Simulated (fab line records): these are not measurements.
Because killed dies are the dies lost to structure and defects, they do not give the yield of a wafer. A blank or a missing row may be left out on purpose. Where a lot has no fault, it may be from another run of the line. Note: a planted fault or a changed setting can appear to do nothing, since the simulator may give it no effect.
Chamber matching || flow nand harc || 3 sister chambers for NHARC_P_M1_DEP_33 on pecvd-02
The step deposits SiCN, target thk 30 nm. 6 wafers are shown with their chamber, then 8 later ones without.

== WAFERS, EACH WITH ITS CHAMBER ==
{"wafer": "L087.3", "chamber": 0, "heater power w (W)": 468}
{"wafer": "L087.5", "chamber": 2, "heater power w (W)": 531}
{"wafer": "L094.1", "chamber": 2, "heater power w (W)": 576}
{"wafer": "L094.2", "chamber": 0, "heater power w (W)": 477}
{"wafer": "L094.3", "chamber": 1, "heater power w (W)": 522}
{"wafer": "L094.4", "chamber": 1, "heater power w (W)": 539}

== WAFERS WITH NO CHAMBER GIVEN ==
{"wafer": "L094.5", "heater power w (W)": 586}
{"wafer": "L094.6", "heater power w (W)": 491}
{"wafer": "L095.2", "heater power w (W)": 592}
{"wafer": "L095.4", "heater power w (W)": 618}
{"wafer": "L095.6", "heater power w (W)": 418}
{"wafer": "L095.1", "heater power w (W)": 434}
{"wafer": "L095.3", "heater power w (W)": 570}
{"wafer": "L095.5", "heater power w (W)": 571}

== WHICH CHAMBER EACH WENT THROUGH ==
{"wafer": "L094.5", "from the rows above": "can't be placed: 2 or 1", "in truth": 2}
{"wafer": "L094.6", "from the rows above": "can't be placed: 0 or 1", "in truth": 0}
{"wafer": "L095.2", "from the rows above": "can't be placed: 2 or 1", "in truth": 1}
{"wafer": "L095.4", "from the rows above": "can't be placed: 2 or 1", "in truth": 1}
{"wafer": "L095.6", "from the rows above": 0, "in truth": 0}
{"wafer": "L095.1", "from the rows above": 0, "in truth": 0}
{"wafer": "L095.3", "from the rows above": "can't be placed: 2 or 1", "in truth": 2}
{"wafer": "L095.5", "from the rows above": "can't be placed: 2 or 1", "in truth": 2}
Correct placement for 2 of the 8. From these rows, 6 cannot be placed; in 6 the true chamber is one of the candidates. Wrongly placed: 0.
How it was worked out, from the rows above alone: a wafer's distance from a chamber is the root of the sum, over the readings, of the square of ((its reading less the chamber's mean) divided by the reading's scatter). If the next closest chamber is less than 2 further off than the closest, the wafer can't be placed; otherwise it belongs to the closest. Each chamber's mean is taken over the wafers shown for it. The scatter: the root of (the sum of the squares of (reading less its chamber's mean) over the shown wafers, divided by (wafers less chambers)).
